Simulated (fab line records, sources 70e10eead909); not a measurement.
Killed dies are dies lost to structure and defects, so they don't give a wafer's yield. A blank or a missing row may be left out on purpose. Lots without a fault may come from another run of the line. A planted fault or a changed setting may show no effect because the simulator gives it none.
fab line records | flow nand_harc
record lots=7 wafers=18 last_day=24
route steps=1159 shown A_STAIRCASE@609 END@1159
lots that met no fault: from a run of the same line without faults
start_h: hours from the record's first day to the start of the lot's first wafer shown | wait_h: hours since the lot's step before | " the same as in the row above | L1.1+2: a row that stands for several wafers | - no value, or no start given | * or withheld: withheld | < > ~ a bound
route shown NAME@n: a module of which the file shows steps, and the number in the route of the first | usual: mean/standard deviation of fault-free wafers | same: alike in all rows | chamber/n: place in a boat | sites: the reading at each site | _std_site: their standard deviation | _edge_site: outer sites' mean less inner sites' | radius_mm: how far each site lies from the wafer's centre | mask NAME#n: copy n | behind: the tool/chamber that last shaped the wafer | hold: why the lot was held/for how many hours/how that ended | device: the transistor (n, p or np) that didn't switch | end of line: the same wafers' tests at the end of the route | a step without rows: its recipe alone | killed: dies lost to structure and defects at the first sort, not the wafer's yield | map: a wafer's dies, x killed, . not, _ none there
set.NAME: the setting as run; set.NAME@STEP: as run at that earlier step | model.NAME: the simulator's own value behind a step, which no gauge read
lots at some steps of the route; a table a step, a row a wafer
services: from which hour (start_h, from the record's first day; less than 0 if before it) a tool's chamber was out of use, for how many hours, and why
## steps
# step NHARC_A_STAIRCASE_PEB_215
# recipe peb_temp_c=115 peb_time_s=130
# step NHARC_A_STAIRCASE_DEVELOP_216
# recipe time_s=140
# step NHARC_A_STAIRCASE_HARDBAKE_218
# recipe temp_c=120 time_s=140
# step NHARC_A_STAIRCASE_DESCUM_219
# recipe time_s=3 o2_flow_sccm=200 ar_flow_sccm=0 bias_power_w=0 chemistry=O2
# usual drypump_motor_current_A=5.9/0.38 oes_product_au=0.998/0.0078 rf_vpp_V=57.8/0.89 showerhead_plenum_p_Torr=1.92/0.09 throttle_valve_pct=11.311/0.0086
# columns lot.wafer tool chamber start_h wait_h drypump_motor_current_A oes_product_au rf_hours_counter_h rf_vpp_V showerhead_plenum_p_Torr throttle_valve_pct
L997.1 rie_diel-12 0 254.33 - 5.8 0.981 13 59.4 2.07 11.318
L997.4 " 1 " " 5.9 0.998 13 57.2 2.05 11.307
L997.6 " 3 " " 5.5 0.989 - 59.6 2.00 11.310
L100.1 rie_diel-12 0 260.78 - 5.7 0.998 17 58.2 2.07 11.303
L100.5 " 3 " " 5.5 1.006 - 58.3 2.00 11.294
L100.6 " 0 " " 5.7 0.995 - 57.8 2.07 11.283
L104.4 rie_diel-02 3 280.81 - 6.4 1.006 42 58.2 1.79 11.320
L104.1 " 1 " " 6.3 1.023 44 57.6 1.79 11.312
L104.6 " 0 " " 5.7 1.008 - 56.2 1.80 11.299
L107.3 rie_diel-05 2 302.53 - 6.1 0.995 51 56.9 2.01 11.307
L107.4 " 0 " " 5.8 0.999 49 56.5 1.95 11.316
L107.5 " 2 " " 6.2 0.994 - 58.2 2.01 11.314
L113.3 rie_diel-02 2 339.88 - 5.3 1.002 1 57.2 1.88 11.325
L113.2 " 3 " " 6.4 0.999 1 57.0 1.79 11.319
L114.1 rie_diel-02 2 351.27 - 5.3 0.993 8 58.9 1.88 11.307
L114.3 " 0 " " 5.7 1.000 8 57.8 1.79 11.328
L117.1 rie_diel-02 0 353.30 - 5.7 1.001 8 58.1 1.79 11.301
L117.6 " 2 " " 5.3 0.993 - 57.4 1.88 11.299
# step NHARC_A_STAIRCASE_TRIM_220
# recipe time_s=211.2 o2_flow_sccm=500 ar_flow_sccm=0 bias_w=0 chemistry=O2
# usual drypump_motor_current_A=5.9/0.36 oes_product_au=0.999/0.0071 rf_vpp_V=57.9/0.94 showerhead_plenum_p_Torr=3.55/0.15 throttle_valve_pct=17.037/0.0088
# columns lot.wafer tool chamber start_h wait_h drypump_motor_current_A oes_product_au rf_hours_counter_h rf_vpp_V showerhead_plenum_p_Torr throttle_valve_pct
L997.1 rie_diel-12 3 254.46 0.1 5.5 1.001 15 56.7 3.68 17.047
L997.4 " 0 " " 5.8 1.001 13 59.1 3.80 17.049
L997.6 " 1 " " 5.9 1.006 - 59.8 3.77 17.032
L100.1 rie_diel-12 0 260.95 0.2 5.8 0.997 17 58.9 3.80 17.059
L100.5 " 1 " " 5.9 1.008 - 58.0 3.77 17.041
L100.6 " 2 " " 5.8 1.005 - 59.0 3.57 17.033
L104.1 rie_diel-02 0 280.90 0.1 5.7 1.001 42 56.8 3.33 17.036
L104.4 " 1 " " 6.3 1.008 44 56.9 3.31 17.041
L104.6 " 1 " " 6.3 1.013 - 55.8 3.31 17.055
L107.3 rie_diel-05 0 302.62 0.1 5.8 0.995 49 56.8 3.58 17.039
L107.4 " 3 " " 6.6 0.999 45 56.6 3.51 17.042
L107.5 " 0 " " 5.8 0.995 - 57.0 3.58 17.029
L113.3 rie_diel-02 2 340.07 0.2 5.3 0.983 1 56.4 3.47 17.035
L113.2 " 3 " " 6.4 0.997 1 57.1 3.31 17.035
L114.1 rie_diel-02 2 351.34 0.1 5.3 0.988 8 57.9 3.47 17.031
L114.3 " 3 " " 6.4 1.003 9 55.1 3.30 17.035
L117.1 rie_diel-02 1 353.41 0.1 6.3 0.990 6 57.9 3.30 17.050
L117.6 " 2 " " 5.3 0.983 - 57.4 3.47 17.033
# step NHARC_A_STAIRCASE_ETCH_221
# recipe target_depth_a=1000 time_s=40.5 ion_energy_ev=400 c4f8_flow_sccm=20 o2_flow_sccm=10 ar_flow_sccm=withheld rf_w=600 bias_w=1000 chemistry=C4F8/O2
# step NHARC_A_STAIRCASE_TRIM_222
# recipe time_s=211.2 o2_flow_sccm=500 ar_flow_sccm=0 bias_w=0 chemistry=O2
# step NHARC_A_STAIRCASE_ETCH_223
# recipe target_depth_a=1000 time_s=40.5 ion_energy_ev=400 c4f8_flow_sccm=20 o2_flow_sccm=10 ar_flow_sccm=withheld rf_w=600 bias_w=1000 chemistry=C4F8/O2
# usual oes_product_au=0.939/0.012 rf_vpp_V=897/5.9 run_length_s=61.9/0.47
# columns lot.wafer tool chamber start_h wait_h oes_product_au rf_hours_counter_h rf_vpp_V run_length_s
L997.1 rie_diel-12 3 - - 0.944 16 901 62.4
L997.4 " 0 " " 0.924 15 905 62.2
L997.6 " 3 " " 0.932 - 902 62.3
L100.1 rie_diel-12 2 - - 0.933 18 898 61.5
L100.6 " 0 " " 0.923 - 904 62.1
L100.5 " 1 " " 0.927 - 904 61.2
L104.1 rie_diel-02 2 - - 0.944 45 894 62.3
L104.4 " 0 " " 0.937 42 889 62.5
L104.6 " 3 " " 0.956 - 888 61.8
L107.4 rie_diel-05 1 - - 0.937 49 896 62.0
L107.3 " 2 " " 0.920 51 902 61.9
L107.5 " 0 " " 0.930 - 897 61.4
L113.2 rie_diel-02 3 - - 0.937 2 886 61.9
L113.3 " 2 " " 0.923 2 895 62.1
L114.3 rie_diel-02 3 - - 0.958 9 889 61.9
L114.1 " 0 " " 0.953 8 889 62.8
L117.1 rie_diel-02 3 - - 0.958 10 887 62.0
L117.6 " 0 " " 0.960 - 887 62.3
# step NHARC_A_STAIRCASE_TRIM_224
# recipe time_s=211.2 o2_flow_sccm=500 ar_flow_sccm=0 bias_w=0 chemistry=O2
# step NHARC_A_STAIRCASE_ETCH_225
# recipe target_depth_a=1000 time_s=40.5 ion_energy_ev=400 c4f8_flow_sccm=20 o2_flow_sccm=10 ar_flow_sccm=withheld rf_w=600 bias_w=1000 chemistry=C4F8/O2
# usual oes_product_au=0.941/0.01 rf_vpp_V=897/5.7 run_length_s=61.9/0.5
# columns lot.wafer tool chamber start_h wait_h oes_product_au rf_hours_counter_h rf_vpp_V run_length_s
L997.1 rie_diel-12 0 - - 0.924 15 906 62.0
L997.4 " 3 " " 0.933 16 901 62.9
L997.6 " 1 " " 0.935 - 904 61.2
L100.1 rie_diel-12 1 - - 0.941 18 904 61.2
L100.5 " 0 " " 0.931 - 906 62.1
L100.6 " 1 " " 0.948 - 905 61.4
L104.4 rie_diel-02 1 - - 0.963 45 888 62.1
L104.1 " 3 " " 0.947 43 887 61.9
L104.6 " 1 " " 0.975 - 888 62.7
L107.3 rie_diel-05 0 - - 0.942 49 899 61.4
L107.4 " 1 " " 0.952 49 895 61.8
L107.5 " 0 " " 0.944 - 899 61.2
L113.3 rie_diel-02 0 - - 0.938 2 888 62.3
L113.2 " 2 " " 0.929 2 894 62.4
L114.3 rie_diel-02 3 - - 0.953 9 889 61.7
L114.1 " 0 " " 0.954 8 888 62.2
L117.1 rie_diel-02 2 - - 0.918 10 893 62.3
L117.6 " 2 " " 0.935 - 895 62.4
# step NHARC_A_STAIRCASE_TRIM_226
# recipe time_s=211.2 o2_flow_sccm=500 ar_flow_sccm=0 bias_w=0 chemistry=O2
# usual drypump_motor_current_A=5.9/0.38 oes_product_au=0.997/0.0076 rf_vpp_V=57.9/0.89 showerhead_plenum_p_Torr=3.56/0.16 throttle_valve_pct=17.036/0.0097
# columns lot.wafer tool chamber start_h wait_h drypump_motor_current_A oes_product_au rf_hours_counter_h rf_vpp_V showerhead_plenum_p_Torr throttle_valve_pct
L997.4 rie_diel-12 3 - - 5.5 0.996 16 58.6 3.68 17.044
L997.1 " 0 " " 5.8 0.987 16 58.4 3.80 17.036
L997.6 " 2 " " 5.8 0.998 - 57.4 3.57 17.033
L100.1 rie_diel-12 2 - - 5.8 0.995 18 59.5 3.57 17.036
L100.6 " 2 " " 5.8 0.998 - 57.0 3.57 17.026
L100.5 " 3 " " 5.5 0.996 - 57.0 3.68 17.045
L104.1 rie_diel-02 1 - - 6.3 0.996 45 56.2 3.31 17.025
L104.4 " 2 " " 5.3 0.999 45 58.4 3.48 17.023
L104.6 " 0 " " 5.7 0.995 - 56.4 3.33 17.027
L107.4 rie_diel-05 0 - - 5.8 0.996 50 57.8 3.58 17.049
L107.3 " 2 " " 6.2 0.995 52 58.0 3.70 17.050
L107.5 " 0 " " 5.8 0.991 - 57.4 3.58 17.034
L113.3 rie_diel-02 2 - - 5.3 0.993 2 58.2 3.47 17.058
L113.2 " 0 " " 5.7 1.010 2 57.7 3.32 17.029
L114.1 rie_diel-02 1 - - 6.3 0.992 6 57.5 3.30 17.014
L114.3 " 3 " " 6.4 0.997 9 56.6 3.30 17.025
L117.1 rie_diel-02 1 - - 6.3 0.996 6 57.2 3.30 17.015
L117.6 " 2 " " 5.3 0.983 - 57.5 3.47 17.027
# step NHARC_A_STAIRCASE_ETCH_227
# recipe target_depth_a=1000 time_s=40.5 ion_energy_ev=400 c4f8_flow_sccm=20 o2_flow_sccm=10 ar_flow_sccm=withheld rf_w=600 bias_w=1000 chemistry=C4F8/O2
# usual oes_product_au=0.943/0.017 rf_vpp_V=896/5.9 run_length_s=62.0/0.5
# columns lot.wafer tool chamber start_h wait_h oes_product_au rf_hours_counter_h rf_vpp_V run_length_s
L997.1 rie_diel-12 3 257.04 - 0.934 17 900 62.7
L997.4 " 0 " " 0.940 16 906 62.6
L997.6 " 3 " " 0.926 - 901 62.4
L100.1 rie_diel-12 3 261.88 - 0.935 18 903 62.5
L100.6 " 2 " " 0.929 - 898 61.2
L100.5 " 3 " " 0.921 - 902 62.5
L104.4 rie_diel-02 0 281.76 - 0.941 42 888 62.3
L104.1 " 3 " " 0.950 43 888 62.1
L104.6 " 1 " " 0.949 - 889 62.2
L107.3 rie_diel-05 3 303.67 - 0.944 46 895 62.3
L107.4 " 0 " " 0.952 50 898 61.5
L107.5 " 2 " " 0.948 - 902 61.6
L113.2 rie_diel-02 1 341.72 - 0.994 0 886 62.0
L113.3 " 2 " " 0.928 2 893 50.7
L114.1 rie_diel-02 0 352.54 - 0.958 8 888 50.7
L114.3 " 1 " " 0.928 6 889 50.5
L117.1 rie_diel-02 0 354.22 - 0.958 9 887 50.4
L117.6 " 3 " " 0.943 - 889 62.5
# step NHARC_END_SORT_01
# recipe temp_c=25
# usual killed_at_array=29/12 killed_at_other=0.7/1 killed_at_periphery=4/3.2 killed_dies=34/12 killed_open=3.4/2 killed_short=1.8/1.3
# same gross_dies=677
# columns lot.wafer tool chamber start_h wait_h killed_at_array killed_at_other killed_at_periphery killed_dies killed_open killed_short
L100.1 prober-01 0 455.61 2.5 21 1 14 36 3 3
L100.5 prober-01 0 458.80 3.7 15 0 10 25 0 1
L100.6 prober-01 0 459.60 4.0 13 0 12 25 4 1
L107.3 prober-01 0 498.87 3.1 30 0 6 36 1 1
L107.4 prober-01 0 499.66 3.4 34 0 2 36 3 2
L107.5 prober-01 0 500.46 3.7 43 1 3 47 6 2
L114.1 prober-01 0 544.53 2.5 667 1 8 676 7 2
L114.3 prober-01 0 546.12 3.1 672 0 5 677 2 1
L113.2 prober-01 0 553.15 2.8 22 2 11 35 2 3
L113.3 prober-01 0 553.95 3.1 673 0 2 675 0 2
L117.1 prober-02 0 566.08 2.4 670 0 5 675 5 2
L117.6 prober-02 0 570.12 4.0 39 0 1 40 1 3
# killed by level:class
L100.1 A_SLIT:chamber_film_flake=9 P_STI:chamber_film_flake=7 P_ZERO_WELL:chamber_film_flake=3 A_CHANNEL_HOLE_D1:chamber_film_flake=3 P_M1:chamber_film_flake=2 A_STAIRCASE:chamber_film_flake=2 P_CONTACT:geometric_particle:open=1 A_SGD_CUT:geometric_particle:short=1
L100.5 A_SLIT:chamber_film_flake=8 P_STI:chamber_film_flake=6 A_CHANNEL_HOLE_D1:chamber_film_flake=5 P_BONDPAD:chamber_film_flake=2 A_CHANNEL_FILL_D1:geometric_particle:short=1 P_GATE:chamber_film_flake=1 P_M1:chamber_film_flake=1 A_CHANNEL_FILL_D1:chamber_film_flake=1
L100.6 P_BONDPAD:chamber_film_flake=6 A_SLIT:chamber_film_flake=6 P_STI:chamber_film_flake=4 A_CHANNEL_HOLE_D1:chamber_film_flake=2 P_GATE:geometric_particle:open=1 A_ONON_D1:geometric_particle:open=1 A_CHANNEL_FILL_D1:geometric_particle:open=1 A_SGD_CUT:geometric_particle:open=1
L107.3 A_CHANNEL_HOLE_D1:chamber_film_flake=13 A_SLIT:chamber_film_flake=12 P_GATE:chamber_film_flake=5 A_STAIRCASE:chamber_film_flake=2 A_CONTACT:chamber_film_flake=2 P_M2:geometric_particle:open=1 A_SOURCE_PLATE:geometric_particle:short=1
L107.4 A_SLIT:chamber_film_flake=13 A_CHANNEL_HOLE_D1:chamber_film_flake=8 A_STAIRCASE:chamber_film_flake=4 A_CONTACT:chamber_film_flake=4 A_WL_FILL:chamber_film_flake=2 P_CONTACT:geometric_particle:short=1 P_M0:geometric_particle:open=1 A_CHANNEL_HOLE_D1:geometric_particle:open=1
L107.5 A_CHANNEL_HOLE_D1:chamber_film_flake=17 A_SLIT:chamber_film_flake=12 A_CONTACT:chamber_film_flake=5 P_GATE:geometric_particle:open=1 P_CONTACT:geometric_particle:open=1 A_ONON_D1:geometric_particle:open=1 A_SGD_CUT:geometric_particle:open=1 A_WL_FILL:geometric_particle:short=1
L114.1 A_STAIRCASE:area_etch=629 A_SLIT:chamber_film_flake=15 A_CHANNEL_HOLE_D1:chamber_film_flake=12 P_GATE:chamber_film_flake=3 A_CONTACT:geometric_particle:open=2 A_M0:geometric_particle:open=2 P_M1:chamber_film_flake=2 A_STAIRCASE:chamber_film_flake=2
L114.3 A_STAIRCASE:area_etch=632 A_SLIT:chamber_film_flake=17 A_CHANNEL_HOLE_D1:chamber_film_flake=12 A_CONTACT:chamber_film_flake=6 P_M1:chamber_film_flake=4 A_STAIRCASE:chamber_film_flake=2 A_WL_FILL:geometric_particle:short=1 A_WL_FILL:geometric_particle:open=1
L113.2 A_CONTACT:chamber_film_flake=7 A_STAIRCASE:chamber_film_flake=6 P_ZERO_WELL:chamber_film_flake=5 P_CONTACT:chamber_film_flake=5 A_CHANNEL_HOLE_D1:chamber_film_flake=4 A_WL_FILL:geometric_particle:short=2 A_SLIT:chamber_film_flake=2 P_CONTACT:geometric_particle:open=1
L113.3 A_STAIRCASE:area_etch=649 A_CONTACT:chamber_film_flake=9 A_STAIRCASE:chamber_film_flake=8 A_CHANNEL_HOLE_D1:chamber_film_flake=4 A_SOURCE_PLATE:geometric_particle:short=1 A_WL_FILL:geometric_particle:short=1 P_ZERO_WELL:chamber_film_flake=1 P_CONTACT:chamber_film_flake=1
L117.1 A_STAIRCASE:area_etch=624 A_SLIT:chamber_film_flake=18 A_CHANNEL_HOLE_D1:chamber_film_flake=17 A_CONTACT:chamber_film_flake=7 A_SOURCE_PLATE:geometric_particle:short=2 P_GATE:geometric_particle:open=1 P_CONTACT:geometric_particle:open=1 P_M1:geometric_particle:open=1
L117.6 A_SLIT:chamber_film_flake=16 A_CHANNEL_HOLE_D1:chamber_film_flake=12 A_CONTACT:chamber_film_flake=5 A_STAIRCASE:chamber_film_flake=2 P_BONDPAD:geometric_particle:open=1 A_ONON_D1:geometric_particle:short=1 A_CHANNEL_FILL_D1:geometric_particle:short=1 A_SGD_CUT:geometric_particle:short=1
# map L113.3 (x killed, . not)
____________x____________
_________xxxxxxx_________
_______xxxxxxxxxxx_______
______xxxxxxxxxxxxx______
_____xxxxxxxxxxxxxxx_____
____xxxxxxxxxxxxxxxxx____
____xxxxxxxxxxxxxxxxx____
___xxxxxxxxxxxxxxxxxxx___
___xxxxxxxxxxxxxxxxxxx___
__xxxxxxxxxxxxxxxxxxxxx__
__xxxxxxxxxxxxxxxxxxxxx__
_xxxxxxxxxxxxxxxxxxxxxxx_
_xxxxxxxxxxxxxxxxxxxxxxx_
_xxxxxxxxxxxxxxxxxxxxxxx_
_xxxxxxxxxxxxxxxxxxxxxxx_
_xxxxxxxxxxxxxxxxxxxxxxx_
xxxxxxxxxxxxxxxxxxxxxxxxx
xxxxxxxxxxxxxxxxxxxxxxxxx
xxxxxxxxxxxxxxxxxxxxxxxxx
xxxxxxxxxxxxxxxxxxxxxxxxx
xxxxxxxxxxxxxxxxxxxxxxxxx
_xxxxxxxxxxxx.xxxxxxxxxx_
_xxxxxxxxxxxxxxxxxxxxxxx_
_xxxxxxxxxxxxxxxxxxxxxxx_
_xxxxxxxxxxxxxxxxxxxxxxx_
_xxxxxxxxxxxxxxxxxxxxxxx_
__xxxxxxxxxxx.xxxxxxxxx__
__xxxxxxxxxxxxxxxxxxxxx__
___xxxxxxxxxxxxxxxxxxx___
___xxxxxxxxxxxxxxxxxxx___
____xxxxxxxxxxxxxxxxx____
____xxxxxxxxxxxxxxxxx____
_____xxxxxxxxxxxxxxx_____
______xxxxxxxxxxxxx______
_______xxxxxxxxxxx_______
_________xxxxxxx_________
____________x____________
# map L114.3 (x killed, . not)
____________x____________
_________xxxxxxx_________
_______xxxxxxxxxxx_______
______xxxxxxxxxxxxx______
_____xxxxxxxxxxxxxxx_____
____xxxxxxxxxxxxxxxxx____
____xxxxxxxxxxxxxxxxx____
___xxxxxxxxxxxxxxxxxxx___
___xxxxxxxxxxxxxxxxxxx___
__xxxxxxxxxxxxxxxxxxxxx__
__xxxxxxxxxxxxxxxxxxxxx__
_xxxxxxxxxxxxxxxxxxxxxxx_
_xxxxxxxxxxxxxxxxxxxxxxx_
_xxxxxxxxxxxxxxxxxxxxxxx_
_xxxxxxxxxxxxxxxxxxxxxxx_
_xxxxxxxxxxxxxxxxxxxxxxx_
xxxxxxxxxxxxxxxxxxxxxxxxx
xxxxxxxxxxxxxxxxxxxxxxxxx
xxxxxxxxxxxxxxxxxxxxxxxxx
xxxxxxxxxxxxxxxxxxxxxxxxx
xxxxxxxxxxxxxxxxxxxxxxxxx
_xxxxxxxxxxxxxxxxxxxxxxx_
_xxxxxxxxxxxxxxxxxxxxxxx_
_xxxxxxxxxxxxxxxxxxxxxxx_
_xxxxxxxxxxxxxxxxxxxxxxx_
_xxxxxxxxxxxxxxxxxxxxxxx_
__xxxxxxxxxxxxxxxxxxxxx__
__xxxxxxxxxxxxxxxxxxxxx__
___xxxxxxxxxxxxxxxxxxx___
___xxxxxxxxxxxxxxxxxxx___
____xxxxxxxxxxxxxxxxx____
____xxxxxxxxxxxxxxxxx____
_____xxxxxxxxxxxxxxx_____
______xxxxxxxxxxxxx______
_______xxxxxxxxxxx_______
_________xxxxxxx_________
____________x____________
## services
# columns tool chamber start_h hours kind
rie_diel-02 0 233.84 - clean
rie_diel-02 1 233.84 - clean
rie_diel-02 2 233.84 - clean
rie_diel-02 3 233.84 - clean
rie_diel-02 0 258.34 - clean
rie_diel-02 1 258.34 - clean
rie_diel-02 2 258.34 - clean
rie_diel-02 3 258.34 - clean
rie_diel-02 2 269.84 3.8 repair
rie_diel-02 0 282.97 - clean
rie_diel-02 1 282.97 - clean
rie_diel-02 2 282.97 - clean
rie_diel-02 3 282.97 - clean
rie_diel-02 1 290.03 6.3 repair
rie_diel-02 0 307.47 - clean
rie_diel-02 1 307.47 - clean
rie_diel-02 2 307.47 - clean
rie_diel-02 3 307.47 - clean
rie_diel-02 - 328.07 9.0 pm
rie_diel-02 0 328.07 9.0 vent_cycle
rie_diel-02 1 328.07 13.5 vent_cycle
rie_diel-02 2 328.07 9.0 vent_cycle
rie_diel-12 2 339.80 17.4 repair
rie_diel-05 - 340.66 9.0 pm
## key
first_sign step=NHARC_A_STAIRCASE_ETCH_227 reading=run_length_s direction=down sigmas=23 usual=* struck=*
effect step=NHARC_END_SORT_01 reading=killed_dies direction=up sigmas=55 usual=34 struck=676
more_kills_born_at NHARC_A_STAIRCASE_ETCH_227@rie_diel-02=2534
met_at NHARC_A_STAIRCASE_ETCH_227
struck_wafers L113.3,L114.1,L114.3,L117.1
later_rows_left_out L113.3,L114.1,L114.3,L117.1
tester_left_out L113,L114,L117
onset_between 281.76 341.72
fault kind=process_parameter_drift tool=rie_diel-02 chamber=- onset_h=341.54 steps=NHARC_A_STAIRCASE_ETCH_227 channel=time_s offset=* shape=step end_h=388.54 scope=struck_wafers_only acts_in=* stated=*
# tester_left_out: of these lots the tester's yield and bins aren't shown, on N5 and GAA mostly nor the transistor test; their killed dies are dies lost to structure and defects alone, not to doping, threshold or leakage, so they don't give the yield
# later_rows_left_out: the simulator's readings of these wafers behind a module that went badly wrong aren't trusted and aren't shown, but for the sort
